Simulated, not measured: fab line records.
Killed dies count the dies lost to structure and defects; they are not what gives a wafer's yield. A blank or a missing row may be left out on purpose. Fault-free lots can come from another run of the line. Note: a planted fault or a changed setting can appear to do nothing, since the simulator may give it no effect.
Chamber matching / flow nand-harc / 4 sister chambers for NHARC_P_CONTACT_STRIP_28 on rie-diel-04
The step strips in O2. 16 wafers are shown with their chamber, then 8 later ones without.

## WAFERS WITH THEIR CHAMBER
wafer=L079.1; chamber=3; showerhead-plenum-p-Torr (Torr)=3.38; drypump-motor-current-A (A)=6.7; oes-product-au (a.u.)=0.990
wafer=L079.2; chamber=0; showerhead-plenum-p-Torr (Torr)=3.40; drypump-motor-current-A (A)=6.0; oes-product-au (a.u.)=0.989
wafer=L079.6; chamber=0; showerhead-plenum-p-Torr (Torr)=3.40; drypump-motor-current-A (A)=5.9; oes-product-au (a.u.)=0.974
wafer=L080.3; chamber=0; showerhead-plenum-p-Torr (Torr)=3.40; drypump-motor-current-A (A)=5.9; oes-product-au (a.u.)=0.982
wafer=L080.5; chamber=3; showerhead-plenum-p-Torr (Torr)=3.38; drypump-motor-current-A (A)=6.7; oes-product-au (a.u.)=0.996
wafer=L080.6; chamber=2; showerhead-plenum-p-Torr (Torr)=3.62; drypump-motor-current-A (A)=5.4; oes-product-au (a.u.)=1.005
wafer=L082.4; chamber=3; showerhead-plenum-p-Torr (Torr)=3.38; drypump-motor-current-A (A)=6.7; oes-product-au (a.u.)=0.999
wafer=L082.5; chamber=1; showerhead-plenum-p-Torr (Torr)=3.37; drypump-motor-current-A (A)=5.6; oes-product-au (a.u.)=0.988
wafer=L082.6; chamber=2; showerhead-plenum-p-Torr (Torr)=3.62; drypump-motor-current-A (A)=5.4; oes-product-au (a.u.)=1.005
wafer=L091.1; chamber=0; showerhead-plenum-p-Torr (Torr)=3.40; drypump-motor-current-A (A)=6.0; oes-product-au (a.u.)=0.985
wafer=L091.3; chamber=3; showerhead-plenum-p-Torr (Torr)=3.37; drypump-motor-current-A (A)=6.7; oes-product-au (a.u.)=0.996
wafer=L091.4; chamber=1; showerhead-plenum-p-Torr (Torr)=3.37; drypump-motor-current-A (A)=5.6; oes-product-au (a.u.)=0.993
wafer=L093.1; chamber=1; showerhead-plenum-p-Torr (Torr)=3.37; drypump-motor-current-A (A)=5.6; oes-product-au (a.u.)=0.998
wafer=L093.3; chamber=3; showerhead-plenum-p-Torr (Torr)=3.37; drypump-motor-current-A (A)=6.7; oes-product-au (a.u.)=1.011
wafer=L093.4; chamber=0; showerhead-plenum-p-Torr (Torr)=3.40; drypump-motor-current-A (A)=5.9; oes-product-au (a.u.)=0.992
wafer=L094.1; chamber=3; showerhead-plenum-p-Torr (Torr)=3.37; drypump-motor-current-A (A)=6.6; oes-product-au (a.u.)=0.998

SIGNATURES (means of the wafers above)
reading=showerhead-plenum-p-Torr; chamber 0=3.4000; chamber 1=3.3700; chamber 2=3.6200; chamber 3=3.3750; scatter within a chamber=0.00354
reading=drypump-motor-current-A; chamber 0=5.940; chamber 1=5.600; chamber 2=5.400; chamber 3=6.683; scatter within a chamber=0.0412
reading=oes-product-au; chamber 0=0.98440; chamber 1=0.99300; chamber 2=1.00500; chamber 3=0.99833; scatter within a chamber=0.00635
Rule: a wafer's distance from a chamber is the root of the sum, over the readings, of the square of ((its reading less the chamber's mean) divided by the reading's scatter). If the next closest chamber is less than 2 further off than the closest, the wafer can't be placed; otherwise it belongs to the closest. How the scatter is found: for the shown wafers, subtract from each reading the mean of its chamber, square and add these, divide the total by (wafers less chambers), then take the root.

## WAFERS MISSING THEIR CHAMBER
wafer=L094.2; showerhead-plenum-p-Torr (Torr)=3.40; drypump-motor-current-A (A)=5.9; oes-product-au (a.u.)=0.992
wafer=L094.4; showerhead-plenum-p-Torr (Torr)=3.61; drypump-motor-current-A (A)=5.4; oes-product-au (a.u.)=1.006
wafer=L095.3; showerhead-plenum-p-Torr (Torr)=3.37; drypump-motor-current-A (A)=5.6; oes-product-au (a.u.)=1.000
wafer=L095.4; showerhead-plenum-p-Torr (Torr)=3.40; drypump-motor-current-A (A)=6.0; oes-product-au (a.u.)=0.986
wafer=L095.6; showerhead-plenum-p-Torr (Torr)=3.37; drypump-motor-current-A (A)=5.6; oes-product-au (a.u.)=0.997
wafer=L097.1; showerhead-plenum-p-Torr (Torr)=3.61; drypump-motor-current-A (A)=5.4; oes-product-au (a.u.)=1.014
wafer=L097.2; showerhead-plenum-p-Torr (Torr)=3.37; drypump-motor-current-A (A)=6.7; oes-product-au (a.u.)=1.000
wafer=L097.4; showerhead-plenum-p-Torr (Torr)=3.37; drypump-motor-current-A (A)=5.6; oes-product-au (a.u.)=0.995

## WHICH CHAMBER EACH WENT THROUGH
wafer=L094.2; from the rows above=0; in truth=0
wafer=L094.4; from the rows above=2; in truth=2
wafer=L095.3; from the rows above=1; in truth=1
wafer=L095.4; from the rows above=0; in truth=0
wafer=L095.6; from the rows above=1; in truth=1
wafer=L097.1; from the rows above=2; in truth=2
wafer=L097.2; from the rows above=3; in truth=3
wafer=L097.4; from the rows above=1; in truth=1
8 of 8 placed correctly. From these rows, 0 cannot be placed. Number placed wrongly: 0.
